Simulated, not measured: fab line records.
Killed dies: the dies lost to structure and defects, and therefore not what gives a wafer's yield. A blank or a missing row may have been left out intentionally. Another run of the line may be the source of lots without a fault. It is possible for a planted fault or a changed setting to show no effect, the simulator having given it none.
What tool caused it? -- flow nandHarc -- 13 lots, 39 wafers sampled, at 5 steps of a route of 1302

== WHAT THE GAUGES READ, wafer by wafer ==
NHARC_END_SORT_01. Usual: killedAtArray 58, standard deviation 20; killedAtOther 0.9, standard deviation 1.4; killedAtPeriphery 4, standard deviation 3.1; killedDies 63, standard deviation 20; killedOpen 3.3, standard deviation 1.8; killedShort 2.4, standard deviation 1.5.
lot,measured,on,killedAtArray,killedAtOther,killedAtPeriphery,killedDies,killedOpen,killedShort,flag
L231,day 29 02:30,prober-01,76 79 73,0 1 3,2 4 4,78 84 80,5 2 4,5 0 1,

== WHICH TOOL RAN EACH LOT (tool, then ch and the chambers of the sampled wafers, then the start) ==
lot,NHARC_A_CHANNEL_FILL_D2_ALD_16,NHARC_A_CHANNEL_FILL_D2_ETCHBACK_20,NHARC_A_CHANNEL_FILL_D2_CMP_10,NHARC_A_CHANNEL_FILL_D2_RTA_24
L221,"aldHk-01 ch 0,2,3, day 14 16:55","rieDiel-05 ch 0,1, day 15 05:08","cmp-02 ch 1,2,3, day 16 04:29","rtpAnneal-01 ch 0, day 16 04:55"
L223,"aldHk-01 ch 1,2,3, day 14 20:59","rieDiel-08 ch 0,1,3, day 15 14:20","cmp-04 ch 0,2,3, day 16 13:52","rtpAnneal-02 ch 0, day 16 14:18"
L222,"aldHk-01 ch 0,1, day 15 00:55","rieDiel-05 ch 0,1,3, day 15 14:20","cmp-03 ch 2,3, day 16 13:52","rtpAnneal-02 ch 0, day 16 14:40"
L224,"aldHk-02 ch 0,3, day 15 05:28","rieDiel-05 ch 0,3, day 15 17:17","cmp-02 ch 1,2, day 16 13:53","rtpAnneal-02 ch 0, day 16 14:31"
L225,"aldHk-01 ch 0,1,3, day 15 13:59","rieDiel-08 ch 0,2,3, day 16 01:56","cmp-03 ch 0,1,3, day 17 00:39","rtpAnneal-01 ch 0, day 17 01:04"
L226,"aldHk-03 ch 0,1,3, day 16 00:23","rieDiel-04 ch 0,1,3, day 16 11:46","cmp-04 ch 0,1,2, day 17 11:02","rtpAnneal-02 ch 0, day 17 11:26"
L227,"aldHk-03 ch 0,1, day 16 11:10","rieDiel-08 ch 1,3, day 17 01:05","cmp-03 ch 0,1,2, day 18 02:46","rtpAnneal-01 ch 0, day 18 03:12"
L228,"aldHk-03 ch 1,2,3, day 16 18:18","rieDiel-08 ch 0,2,3, day 17 06:22","cmp-04 ch 0,3, day 18 06:34","rtpAnneal-01 ch 0, day 18 07:01"
L232,"aldHk-02 ch 0,1,2, day 18 08:59","rieDiel-08 ch 0,2,3, day 18 21:08","cmp-03 ch 1,2,3, day 19 21:05","rtpAnneal-01 ch 0, day 19 21:32"
L231,"aldHk-03 ch 0,1, day 18 09:00","rieDiel-05 ch 1,2,3, day 18 21:08","cmp-02 ch 0,2,3, day 19 21:08","rtpAnneal-02 ch 0, day 19 21:31"
L233,"aldHk-03 ch 1,3, day 18 22:25","rieDiel-04 ch 2,3, day 19 09:56","cmp-04 ch 0,1,2, day 20 09:08","rtpAnneal-01 ch 0, day 20 09:37"
L234,"aldHk-02 ch 0,2, day 19 06:52","rieDiel-05 ch 0,2, day 19 19:28","cmp-02 ch 1,3, day 20 18:51","rtpAnneal-01 ch 0, day 20 19:17"
L240,"aldHk-03 ch 1,2, day 21 23:16","rieDiel-08 ch 0,1, day 22 12:45","cmp-02 ch 0,1,3, day 23 11:56","rtpAnneal-02 ch 0, day 23 12:22"
- NHARC_A_CHANNEL_FILL_D2_ALD_16: deposits SiO2, target thk 1.5 nm, pulse time 10 s, ald cycles 15.
- NHARC_A_CHANNEL_FILL_D2_ETCHBACK_20: etches the open film in C4F8/O2/Ar, target depth 27 nm, time 13.5 s.
- NHARC_A_CHANNEL_FILL_D2_CMP_10: polishes, target thk 150 nm.
- NHARC_A_CHANNEL_FILL_D2_RTA_24: time 5 s.

== AS READ BY THE TOOLS THEMSELVES (means over the sampled wafers that have a number; for cases with no such wafer, the mark the record gives instead) ==
NHARC_A_CHANNEL_FILL_D2_ALD_16. Usual: heaterPowerW 470 W, standard deviation 40; precursorPulseHeightRel 1.000, standard deviation 0.019.
lot,tool,heaterPowerW (W),precursorPulseHeightRel,flag
L221,aldHk-01,466,0.999,
L223,aldHk-01,438,1.007,
L222,aldHk-01,505,1.014,
L224,aldHk-02,422,1.011,
L225,aldHk-01,483,0.972,
L226,aldHk-03,471,0.997,
L227,aldHk-03,451,1.025,
L228,aldHk-03,497,1.008,
L232,aldHk-02,473,0.998,
L231,aldHk-03,457,0.980,
L233,aldHk-03,476,1.020,
L234,aldHk-02,461,1.010,
L240,aldHk-03,510,1.003,

NHARC_A_CHANNEL_FILL_D2_ETCHBACK_20. Usual: oesProductAu 0.983 a.u., standard deviation 0.025; rfFwdPowerW 587.4 W, standard deviation 2.9; rfVppV 977 V, standard deviation 5.3.
lot,tool,oesProductAu (a.u.),rfFwdPowerW (W),rfVppV (V),flag
L221,rieDiel-05,0.942,587.5,979,
L223,rieDiel-08,0.966,587.3,973,
L222,rieDiel-05,0.991,586.5,979,
L224,rieDiel-05,1.005,587.7,974,
L225,rieDiel-08,1.008,586.3,975,
L226,rieDiel-04,0.990,587.2,979,
L227,rieDiel-08,0.999,587.2,971,
L228,rieDiel-08,0.997,586.7,976,
L232,rieDiel-08,0.982,586.0,976,
L231,rieDiel-05,0.991,587.1,983,
L233,rieDiel-04,0.994,588.8,979,
L234,rieDiel-05,0.997,590.1,975,
L240,rieDiel-08,0.999,588.0,974,

NHARC_A_CHANNEL_FILL_D2_CMP_10. Usual: motorCurrentA 12.3 A, standard deviation 1.1; timeToEndpointS 15.1 s, standard deviation 1.8.
lot,tool,motorCurrentA (A),timeToEndpointS (s),flag
L221,cmp-02,11.7,13.7,
L223,cmp-04,12.2,17.0,
L222,cmp-03,13.7,14.6,
L224,cmp-02,13.3,12.6,
L225,cmp-03,13.1,12.1,
L226,cmp-04,12.4,14.9,
L227,cmp-03,12.7,13.6,
L228,cmp-04,12.8,17.3,
L232,cmp-03,12.5,13.7,
L231,cmp-02,12.0,14.4,
L233,cmp-04,11.8,16.1,
L234,cmp-02,10.8,15.1,
L240,cmp-02,11.5,14.7,

NHARC_A_CHANNEL_FILL_D2_RTA_24. Usual: lampPowerPct 29.7 %, standard deviation 1.2; wafer_temp_C_max 1003.6, standard deviation 1.1.
lot,tool,lampPowerPct (%),wafer_temp_C_max,flag
L221,rtpAnneal-01,28.6,1003.9,
L223,rtpAnneal-02,31.1,1002.4,
L222,rtpAnneal-02,31.1,1002.8,
L224,rtpAnneal-02,31.1,1002.3,
L225,rtpAnneal-01,28.6,1004.4,
L226,rtpAnneal-02,31.2,1002.4,
L227,rtpAnneal-01,28.6,1004.2,
L228,rtpAnneal-01,28.6,1004.6,
L232,rtpAnneal-01,28.6,1004.2,
L231,rtpAnneal-02,31.2,1002.4,
L233,rtpAnneal-01,28.6,1004.6,
L234,rtpAnneal-01,28.6,1003.5,
L240,rtpAnneal-02,31.1,1002.7,

== THE ANSWER, worked out from the rows above alone ==
Rule: take the mean of a lot's wafers that have a number; if it is more than 3 standard deviations from the usual mean, the lot is off. Also off: a lot with no number at a reading for which 4 or more lots have one. The other lots that the step has rows for count as sound. After the gauges, taken in route order, come the tools' own readings; for these a lot's mean is taken, as printed above. The first step at which some lot is off is used, and at that step the reading that is off furthest; a lot without a number counts as furthest.
Across all readings shown, no lot is off: no conclusion can be drawn from this.

== WHAT THE SIMULATOR PUT IN ==
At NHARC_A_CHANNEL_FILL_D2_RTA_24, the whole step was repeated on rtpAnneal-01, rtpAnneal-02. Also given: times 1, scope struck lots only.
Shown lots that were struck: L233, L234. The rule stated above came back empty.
